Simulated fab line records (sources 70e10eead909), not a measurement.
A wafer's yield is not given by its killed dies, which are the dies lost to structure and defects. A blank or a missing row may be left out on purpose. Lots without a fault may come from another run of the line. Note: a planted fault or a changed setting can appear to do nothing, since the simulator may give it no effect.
Which tool is to blame? ; flow nand-harc ; 36 wafers sampled from 12 lots at 1 step of a route of 1159

WHAT EACH GAUGE READ, for each wafer
NHARC_P_M2_THK_MEAS_24: measures by xrf.
lot;measured;on;thk-nm (nm)
L074;day 6 12:40;film-metro-02;144.2 141.9 145.6
L077;day 7 01:08;film-metro-01;141.9 143.2 143.6
L079;day 7 11:10;film-metro-02;143.8 146.6 144.4
L081;day 8 00:43;film-metro-01;141.6 143.8 142.8
L083;day 8 11:38;film-metro-01;146.5 143.6 145.5
L087;day 9 13:01;film-metro-01;144.6 146.4 144.2
L086;day 9 14:09;film-metro-01;144.9 142.2 147.5
L088;day 10 00:37;film-metro-02;145.3 143.6 142.4
L091;day 10 12:08;film-metro-02;143.6 144.9 144.6
L093;day 11 04:10;film-metro-01;146.2 144.1 144.5
L095;day 11 16:08;film-metro-02;142.4 143.3 144.5
L097;day 12 02:06;film-metro-02;144.3 144.1 146.2

EACH LOT AND THE TOOL THAT RAN IT (in order: tool; ch and the chambers of the sampled wafers; start)
No process step before these readings appears in the record.

THE ANSWER, worked out from the rows above alone
Rule: the usual values come from the lots themselves. Put in order of their means at a reading, lots are off if they are a third of the lots or fewer, leave a main group of 4 or more, and stand apart from it by a gap of 3 or more times the standard deviation of the main group's means; of several such gaps the widest counts. A main group whose means are all the same, to the digits that the tables above print for the reading, isn't used. Also off: a lot with no number at a reading for which 4 or more lots have one. Any other lot the step has rows for is counted as sound.
None of the lots is off at any reading shown; this tells nothing.

WHAT THE SIMULATOR HAD PUT IN
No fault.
